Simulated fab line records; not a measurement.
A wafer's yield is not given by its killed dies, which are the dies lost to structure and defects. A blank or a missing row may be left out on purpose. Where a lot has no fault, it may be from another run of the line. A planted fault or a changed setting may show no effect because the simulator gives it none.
Chamber matching    flow n5Finfet    rieDiel-04 running N5_BEOL_M5_DESCUM_16: 4 sister chambers
The step chemistry O2, time 7 s. 4 wafers are shown with their chamber, then 8 later ones without.

## EACH WAFER AND ITS CHAMBER
wafer   chamber  showerheadPlenumPTorr (Torr)
L080.3  2        2.02
L087.5  0        2.06
L089.1  3        2.13
L090.3  1        2.05

## WAFERS MISSING THEIR CHAMBER
wafer   showerheadPlenumPTorr (Torr)
L090.4  2.13
L090.6  2.05
L093.1  2.13
L093.3  2.01
L093.4  2.01
L097.2  2.05
L097.3  2.12
L097.6  2.05

## WHICH CHAMBER EACH WENT THROUGH
wafer   from the rows above      in truth
L090.4  3                        3
L090.6  can't be placed: 1 or 0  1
L093.1  3                        3
L093.3  2                        2
L093.4  2                        2
L097.2  can't be placed: 1 or 0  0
L097.3  3                        3
L097.6  can't be placed: 1 or 0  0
Correct placement for 5 of the 8. Not placeable from these rows: 3 (in 3, the candidates include the true chamber). 0 placed wrongly.
How it was worked out, from the rows above alone: a wafer's distance from a chamber is the root of the sum, over the readings, of the square of ((its reading less the chamber's mean) divided by the reading's scatter). If the next closest chamber is less than 2 further off than the closest, the wafer can't be placed; otherwise it belongs to the closest. The mean given for a chamber averages the wafers shown for that chamber. The scatter (one wafer shown for each chamber): square how far every hidden wafer sits from the nearest shown wafer, average those squares and take the square root.
